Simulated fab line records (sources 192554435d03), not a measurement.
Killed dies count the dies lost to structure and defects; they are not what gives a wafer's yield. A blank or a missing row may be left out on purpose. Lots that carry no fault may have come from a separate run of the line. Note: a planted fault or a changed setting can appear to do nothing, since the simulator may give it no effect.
Which of the tools did it? -- flow n5 finfet -- 11 lots, 32 wafers sampled, at 5 steps of a route of 1938

WHAT THE GAUGES SHOWED, per wafer
The record lacks any reading of a measuring or inspecting step that a usual standard deviation could be used to judge.

WHICH TOOL RAN EACH LOT (tool, then ch and the chambers of the sampled wafers, then the start)
lot,N5_BEOL_M10_CURE_71,N5_BEOL_M10_DESCUM_16,N5_BEOL_M10_STRIP_67,N5_BEOL_M10_COAT_63,N5_PASSIVATION_PROBE_49
L576,"uv cure-02 ch 0, day 10 06:04","rie diel-03 ch 0,2,3, day 10 07:27","rie diel-03 ch 0,2,3, day 10 07:41","litho track-03 ch 0, day 10 08:13",-
L577,"uv cure-02 ch 2, day 10 12:01","rie diel-02 ch 0,2,3, day 10 14:08","rie diel-02 ch 0,2,3, day 10 14:22","litho track-05 ch 0, day 10 15:37",-
L580,"uv cure-03 ch 1, day 12 01:38","rie diel-02 ch 0,1, day 12 03:29","rie diel-02 ch 0,1, day 12 03:43","litho track-05 ch 0, day 12 04:11",-
L582,"uv cure-02 ch 1, day 12 11:05","rie diel-06 ch 0,1,3, day 12 12:05","rie diel-06 ch 0,1,3, day 12 12:19","litho track-05 ch 0, day 12 12:43","prober-02, day 14 17:22"
L583,"uv cure-03 ch 1, day 12 11:26","rie diel-03 ch 0,3, day 12 13:07","rie diel-03 ch 0,3, day 12 13:21","litho track-05 ch 0, day 12 13:45","prober-02, day 15 07:09"
L585,"uv cure-02 ch 1, day 13 00:25","rie diel-03 ch 0,1,3, day 13 02:16","rie diel-03 ch 0,1,3, day 13 02:30","litho track-05 ch 0, day 13 03:57",-
L594,"uv cure-03 ch 1, day 14 22:43","rie diel-02 ch 0,1,2, day 15 00:16","rie diel-02 ch 0,1,2, day 15 00:30","litho track-03 ch 0, day 15 02:14",-
L595,"uv cure-02 ch 0, day 15 07:49","rie diel-03 ch 0,1,3, day 15 09:50","rie diel-03 ch 0,1,3, day 15 10:04","litho track-03 ch 0, day 15 13:03",-
L596,"uv cure-03 ch 1, day 15 16:14","rie diel-06 ch 1,2,3, day 15 19:16","rie diel-06 ch 1,2,3, day 15 19:30","litho track-01 ch 0, day 15 22:10",-
L599,"uv cure-01 ch 2, day 16 02:07","rie diel-02 ch 1,2,3, day 16 05:29","rie diel-02 ch 1,2,3, day 16 05:44","litho track-05 ch 0, day 16 07:30",-
L598,"uv cure-02 ch 1, day 16 06:40","rie diel-03 ch 0,2,3, day 16 10:23","rie diel-03 ch 0,2,3, day 16 10:37","litho track-05 ch 0, day 16 10:59",-
- N5_BEOL_M10_CURE_71: cures SiCOH lowk, time 240 s.
- N5_BEOL_M10_DESCUM_16: chemistry O2, time 7.9 s.
- N5_BEOL_M10_STRIP_67: strips in CF4.
- N5_BEOL_M10_COAT_63: time 60 s, resist thk 100 nm.
- N5_PASSIVATION_PROBE_49

AS READ BY THE TOOLS THEMSELVES (means over the sampled wafers that have a number; for cases with no such wafer, the mark the record gives instead)
N5_BEOL_M10_CURE_71.
lot,tool,lamp power pct (%),wafer_temp_C_max
L576,uv cure-02,52.32,387.8
L577,uv cure-02,52.31,387.2
L580,uv cure-03,52.33,386.4
L582,uv cure-02,52.36,385.9
L583,uv cure-03,52.32,386.5
L585,uv cure-02,52.37,386.3
L594,uv cure-03,52.30,386.7
L595,uv cure-02,52.31,387.3
L596,uv cure-03,52.35,387.5
L599,uv cure-01,52.27,386.5
L598,uv cure-02,52.30,386.2

N5_BEOL_M10_DESCUM_16.
lot,tool,drypump motor current A (A),oes product au (a.u.),rf vpp V (V),showerhead plenum p Torr (Torr),throttle valve pct (%)
L576,rie diel-03,5.7,0.81,242.9,2.14,20.06
L577,rie diel-02,5.3,0.79,243.4,2.10,20.59
L580,rie diel-02,5.2,0.76,242.2,2.04,20.48
L582,rie diel-06,5.9,0.76,242.0,2.05,20.64
L583,rie diel-03,5.6,0.77,244.1,2.16,20.07
L585,rie diel-03,5.9,0.79,243.9,2.14,20.15
L594,rie diel-02,5.2,0.76,242.9,2.03,20.57
L595,rie diel-03,5.8,0.77,243.7,2.13,20.18
L596,rie diel-06,5.6,0.73,243.1,2.04,20.64
L599,rie diel-02,5.2,0.76,242.8,2.07,20.63
L598,rie diel-03,5.7,0.76,243.4,2.12,20.14

N5_BEOL_M10_STRIP_67.
lot,tool,drypump motor current A (A),oes product au (a.u.),rf vpp V (V),showerhead plenum p Torr (Torr),throttle valve pct (%)
L576,rie diel-03,5.7,0.80,272.6,1.83,13.23
L577,rie diel-02,5.3,0.79,271.9,1.80,13.73
L580,rie diel-02,5.2,0.76,270.0,1.77,13.74
L582,rie diel-06,5.9,0.77,269.4,1.75,13.70
L583,rie diel-03,5.7,0.78,272.6,1.84,13.24
L585,rie diel-03,5.9,0.79,271.7,1.83,13.34
L594,rie diel-02,5.2,0.77,269.6,1.76,13.75
L595,rie diel-03,5.8,0.77,271.9,1.82,13.38
L596,rie diel-06,5.6,0.74,269.5,1.74,13.78
L599,rie diel-02,5.2,0.77,270.1,1.77,13.74
L598,rie diel-03,5.7,0.75,271.1,1.82,13.36

N5_BEOL_M10_COAT_63.
lot,tool,spin speed rpm (rpm)
L576,litho track-03,1499.8
L577,litho track-05,1500.6
L580,litho track-05,1500.4
L582,litho track-05,1499.9
L583,litho track-05,1570.6
L585,litho track-05,1569.3
L594,litho track-03,1500.1
L595,litho track-03,1499.6
L596,litho track-01,1499.3
L599,litho track-05,1501.3
L598,litho track-05,1500.7

N5_PASSIVATION_PROBE_49.
lot,tool,defect limited yield (%),killed_at_M0_to_M3,killed_at_M4_up,killed at contacts,killed at front end,killed at other,killed dies,killed open,killed short,sort_bin_5_function (%),sort_bin_6_memory (%),sort_bin_8_speed (%),sort n pass,sort yield pct (%)
L582,prober-02,91.8,22,16,11,44,5.7,97,66,29,4.7,3.2,0.00,1083,91.8
L583,prober-02,91.2,35,5,19,40,5.7,104,58,43,5.0,3.1,0.00,1076,91.2

THE ANSWER, worked out from the rows above alone
Rule: the lots themselves supply what counts as usual. Put in order of their means at a reading, lots are off if they are a third of the lots or fewer, leave a main group of 4 or more, and stand apart from it by a gap of 3 or more times the standard deviation of the main group's means; of several such gaps the widest counts. Not used: any main group whose means are identical at the precision the tables above print for the reading. Also off: a lot with no number at a reading for which 4 or more lots have one. All remaining lots with rows at the step are treated as sound. Order of review: gauges by route order, followed by the tools' own readings, for which a lot's mean as printed above is used. At the first step where some lot is off, the reading lying furthest off is the one used; lots without a number count as furthest.
Off, at N5_BEOL_M10_COAT_63 on spin speed rpm: L583, L585. The main group: mean 1500.2 rpm, standard deviation 0.59.
A tool fits if, at that step or a process step before it, it ran every lot that is off, and no sound lot after the first of them. No candidate that was tried fits.

WHAT THE SIMULATOR HAD PUT IN
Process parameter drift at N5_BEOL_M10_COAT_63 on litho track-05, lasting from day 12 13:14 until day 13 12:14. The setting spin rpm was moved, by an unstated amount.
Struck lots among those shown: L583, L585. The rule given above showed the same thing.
